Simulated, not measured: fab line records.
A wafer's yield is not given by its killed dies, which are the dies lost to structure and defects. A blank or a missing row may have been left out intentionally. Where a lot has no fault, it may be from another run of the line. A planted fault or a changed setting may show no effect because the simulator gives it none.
Which of the tools did it?    flow n5 finfet    12 lots, 34 wafers sampled, at 5 steps of a route of 1938

== WHAT THE GAUGES SHOWED, per wafer ==
The record holds no reading of a measuring or inspecting step that can be judged against a usual standard deviation.

== TOOL THAT RAN EACH LOT (tool first, then ch and the chambers of the sampled wafers, then the start) ==
lot   N5_BEOL_M15_STRIP_36                N5_BEOL_M15_DEGAS_41          N5_BEOL_M15_SPUTTER_43        N5_BEOL_M15_ANNEAL_48             N5_PASSIVATION_PROBE_49
L545  rie diel-02 ch 0,1, day 12 02:13    pvd sputter-01, day 12 02:47  pvd sputter-01, day 12 02:52  rtp anneal-02 ch 0, day 12 03:26  -
L548  rie diel-04 ch 0,1,3, day 12 02:43  pvd sputter-03, day 12 03:17  pvd sputter-03, day 12 03:22  rtp anneal-01 ch 0, day 12 04:22  -
L550  rie diel-04 ch 0,2,3, day 12 15:38  pvd sputter-02, day 12 16:16  pvd sputter-02, day 12 16:20  rtp anneal-02 ch 0, day 12 16:52  prober-02, day 13 06:38
L547  rie diel-06 ch 1,2,3, day 12 17:49  pvd sputter-01, day 12 18:43  pvd sputter-01, day 12 18:47  rtp anneal-02 ch 0, day 12 19:23  -
L551  rie diel-06 ch 0,1, day 12 23:55    pvd sputter-01, day 13 00:30  pvd sputter-01, day 13 00:35  rtp anneal-01 ch 0, day 13 01:08  -
L552  rie diel-02 ch 1,2,3, day 12 23:58  pvd sputter-02, day 13 00:33  pvd sputter-02, day 13 00:38  rtp anneal-02 ch 0, day 13 01:11  -
L553  rie diel-04 ch 0,3, day 13 05:47    pvd sputter-03, day 13 06:25  pvd sputter-03, day 13 06:30  rtp anneal-02 ch 0, day 13 07:03  prober-02, day 13 23:20
L558  rie diel-02 ch 0,1,2, day 14 10:17  pvd sputter-03, day 14 10:50  pvd sputter-03, day 14 10:55  rtp anneal-02 ch 0, day 14 11:29  prober-01, day 15 01:26
L556  rie diel-04 ch 0,2,3, day 14 13:07  pvd sputter-02, day 14 13:42  pvd sputter-02, day 14 13:47  rtp anneal-02 ch 0, day 14 14:26  prober-01, day 15 05:40
L560  rie diel-06 ch 0,2, day 15 03:41    pvd sputter-03, day 15 04:23  pvd sputter-03, day 15 04:28  rtp anneal-02 ch 0, day 15 04:59  prober-02, day 15 19:34
L566  rie diel-04 ch 0,2,3, day 16 15:56  pvd sputter-03, day 16 16:16  pvd sputter-03, day 16 16:21  rtp anneal-01 ch 0, day 16 17:17  -
L567  rie diel-06 ch 1,2, day 16 18:18    pvd sputter-01, day 16 19:25  pvd sputter-01, day 16 19:30  rtp anneal-01 ch 0, day 16 20:09  -
- N5_BEOL_M15_STRIP_36: strips in O2.
- N5_BEOL_M15_DEGAS_41: time 60 s.
- N5_BEOL_M15_SPUTTER_43: material TaN, target thk 15 nm, time 24.19 s.
- N5_BEOL_M15_ANNEAL_48: time 90 s.
- N5_PASSIVATION_PROBE_49

== WHAT THE TOOLS THEMSELVES READ (means of the sampled wafers that have a number; where no wafer has one, the mark that the record gives instead) ==
N5_BEOL_M15_STRIP_36. Usual: drypump motor current A 5.8 A, standard deviation 0.39; o2 flow sccm 225.1 sccm, standard deviation 0.78; oes product au 0.78 a.u., standard deviation 0.054; rf vpp V 3.8 V, standard deviation 0.93; showerhead plenum p Torr 2.12 Torr, standard deviation 0.085; throttle valve pct 16.70 %, standard deviation 0.26.
lot   tool         drypump motor current A (A)  o2 flow sccm (sccm)  oes product au (a.u.)  rf vpp V (V)  showerhead plenum p Torr (Torr)  throttle valve pct (%)  flag
L545  rie diel-02  5.3                          224.8                0.78                   4.1           2.21                             16.87                   
L548  rie diel-04  5.7                          225.3                0.81                   4.3           2.08                             16.62                   
L550  rie diel-04  5.7                          225.5                0.84                   3.5           2.07                             16.65                   
L547  rie diel-06  5.9                          224.9                0.78                   3.7           2.14                             16.56                   
L551  rie diel-06  6.0                          225.5                0.77                   3.9           2.02                             16.57                   
L552  rie diel-02  6.0                          224.4                0.81                   4.6           2.16                             16.64                   
L553  rie diel-04  5.8                          225.2                0.85                   4.6           2.09                             16.59                   
L558  rie diel-02  5.7                          224.9                0.77                   3.4           2.15                             16.92                   
L556  rie diel-04  5.7                          224.7                0.82                   4.2           2.06                             16.68                   
L560  rie diel-06  5.9                          224.9                0.75                   4.6           2.14                             16.77                   
L566  rie diel-04  5.7                          224.6                0.80                   3.8           2.06                             16.71                   
L567  rie diel-06  6.1                          225.5                0.77                   4.3           2.12                             16.55                   

N5_BEOL_M15_DEGAS_41. Usual: 486 W for heater power w, sd 42.
lot   tool            heater power w (W)  flag
L545  pvd sputter-01  513                 
L548  pvd sputter-03  484                 
L550  pvd sputter-02  495                 
L547  pvd sputter-01  445                 
L551  pvd sputter-01  467                 
L552  pvd sputter-02  507                 
L553  pvd sputter-03  472                 
L558  pvd sputter-03  494                 
L556  pvd sputter-02  511                 
L560  pvd sputter-03  460                 
L566  pvd sputter-03  504                 
L567  pvd sputter-01  502                 

N5_BEOL_M15_SPUTTER_43. Usual: 30.2 % for throttle valve pct, sd 1.4.
lot   tool            throttle valve pct (%)  flag
L545  pvd sputter-01  28.9                    
L548  pvd sputter-03  30.9                    
L550  pvd sputter-02  30.6                    
L547  pvd sputter-01  29.8                    
L551  pvd sputter-01  29.0                    
L552  pvd sputter-02  30.5                    
L553  pvd sputter-03  30.5                    
L558  pvd sputter-03  30.1                    
L556  pvd sputter-02  30.4                    
L560  pvd sputter-03  30.1                    
L566  pvd sputter-03  29.4                    
L567  pvd sputter-01  29.2                    

N5_BEOL_M15_ANNEAL_48. Usual: 225.7 for wafer_temp_C_max, sd 0.3.
lot   tool           wafer_temp_C_max  flag
L545  rtp anneal-02  225.9             
L548  rtp anneal-01  225.4             
L550  rtp anneal-02  226.1             
L547  rtp anneal-02  226.0             
L551  rtp anneal-01  225.6             
L552  rtp anneal-02  225.8             
L553  rtp anneal-02  226.1             
L558  rtp anneal-02  226.0             
L556  rtp anneal-02  220.7             OFF
L560  rtp anneal-02  220.2             OFF
L566  rtp anneal-01  225.4             
L567  rtp anneal-01  225.3             

N5_PASSIVATION_PROBE_49. Usual: defect limited yield 91.5 %, standard deviation 1.4; killed_at_M0_to_M3 32, standard deviation 9.7; killed_at_M4_up 14, standard deviation 5.3; killed at contacts 11, standard deviation 6; killed at front end 39, standard deviation 14; killed at other 3.3, standard deviation 2.7; killed dies 100, standard deviation 17; killed open 66, standard deviation 13; killed short 32, standard deviation 7.4; sort_bin_5_function 4.9 %, standard deviation 0.9; sort_bin_6_memory 3.2 %, standard deviation 0.72; sort_bin_8_speed 0.00 %, standard deviation 0.0071; sort n pass 1080, standard deviation 17; sort yield pct 91.5 %, standard deviation 1.4.
lot   tool       defect limited yield (%)  killed_at_M0_to_M3  killed_at_M4_up  killed at contacts  killed at front end  killed at other  killed dies  killed open  killed short  sort_bin_5_function (%)  sort_bin_6_memory (%)  sort_bin_8_speed (%)  sort n pass  sort yield pct (%)  flag
L550  prober-02  90.7                      36                  12               14                  45                   4.0              110          71           40            5.7                      3.5                    0.00                  1070         90.7                
L553  prober-02  92.3                      26                  16               10                  36                   2.5              91           58           30            4.2                      3.2                    0.00                  1089         92.3                
L558  prober-01  92.7                      30                  14               13                  26                   3.0              86           56           29            4.2                      2.6                    0.00                  1094         92.7                
L556  prober-01  92.0                      34                  12               12                  33                   3.3              94           61           32            4.8                      3.0                    0.00                  1086         92.0                
L560  prober-02  91.7                      35                  12               12                  32                   6.0              97           64           33            4.9                      3.0                    0.00                  1083         91.7                

== THE ANSWER, worked out from the rows above alone ==
Rule: a lot counts as off when the mean over its wafers that have a number is more than 3 standard deviations away from the usual mean. Also off: a lot with no number at a reading for which 4 or more lots have one. Any other lot the step has rows for is counted as sound. First the gauges in route order, then the tools' own readings, where a lot's mean is used as printed above. The first step at which some lot is off is used, and at that step the reading that is off furthest; a lot without a number counts as furthest.
Off, at N5_BEOL_M15_ANNEAL_48 on wafer_temp_C_max: L556, L560.
If a tool, at that step or one of the process steps before it, ran each lot that is off and ran no sound lot following the first of them, it fits. One fits: N5_BEOL_M15_ANNEAL_48 on rtp anneal-02. Its last sound lot is L558 (day 14 11:29), its first lot that is off L556 (day 14 14:26): a fault that began between those two fits.
The tool's own readings at N5_BEOL_M15_ANNEAL_48 bear it out: on the lots that are off they differ by more than 5 times the standard deviation of the sound lots' means. wafer_temp_C_max reads 220.4 there against 225.8 on the sound lots.

== WHAT THE SIMULATOR PUT IN ==
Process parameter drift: rtp anneal-02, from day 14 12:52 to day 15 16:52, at N5_BEOL_M15_ANNEAL_48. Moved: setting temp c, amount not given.
Struck lots among those shown: L556, L560. The same result came from the rule above.
